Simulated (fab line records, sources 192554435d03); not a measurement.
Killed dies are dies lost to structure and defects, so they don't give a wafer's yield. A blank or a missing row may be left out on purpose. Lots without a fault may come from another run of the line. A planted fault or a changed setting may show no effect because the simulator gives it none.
Chamber matching | flow n5_finfet | N5_BEOL_M11_VIA_ETCH_34 on rie_diel-02: 4 sister chambers
The step etches SiCOH lowk in C4F6/O2, target depth 184.5 nm, time 69.2 s. 4 wafers are shown with their chamber, then 8 later ones without.

WAFERS WITH THEIR CHAMBER
wafer  | chamber | showerhead_plenum_p_Torr (Torr)
L080.6 | 2       | 2.86
L079.1 | 1       | 2.82
L085.5 | 0       | 2.89
L088.2 | 3       | 2.68

WAFERS WITHOUT THEIR CHAMBER
wafer  | showerhead_plenum_p_Torr (Torr)
L088.4 | 2.68
L088.5 | 2.85
L091.3 | 3.01
L091.5 | 2.89
L091.6 | 2.81
L092.2 | 2.81
L092.3 | 3.01
L092.6 | 2.84

WHICH CHAMBER EACH WENT THROUGH
wafer  | from the rows above               | in truth
L088.4 | 3                                 | 3
L088.5 | can't be placed: 2 or 1 or 0      | 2
L091.3 | can't be placed: 0 or 2 or 1      | 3
L091.5 | can't be placed: 0 or 2 or 1      | 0
L091.6 | can't be placed: 1 or 2 or 0 or 3 | 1
L092.2 | can't be placed: 1 or 2 or 0 or 3 | 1
L092.3 | can't be placed: 0 or 2 or 1      | 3
L092.6 | can't be placed: 1 or 2 or 0      | 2
Placed correctly: 1 of 8. Can't be placed from these rows: 7 (the true chamber is among the candidates in 5). Placed wrongly: 0.
How it was worked out, from the rows above alone: a wafer's distance from a chamber is the root of the sum, over the readings, of the square of ((its reading less the chamber's mean) divided by the reading's scatter). The wafer belongs to the nearest chamber; if the next one is less than 2 further off, it can't be placed. A chamber's mean is the mean of its shown wafers. The scatter: with one shown wafer a chamber, the root of the mean of the squares of how far each hidden wafer lies from its nearest shown one.
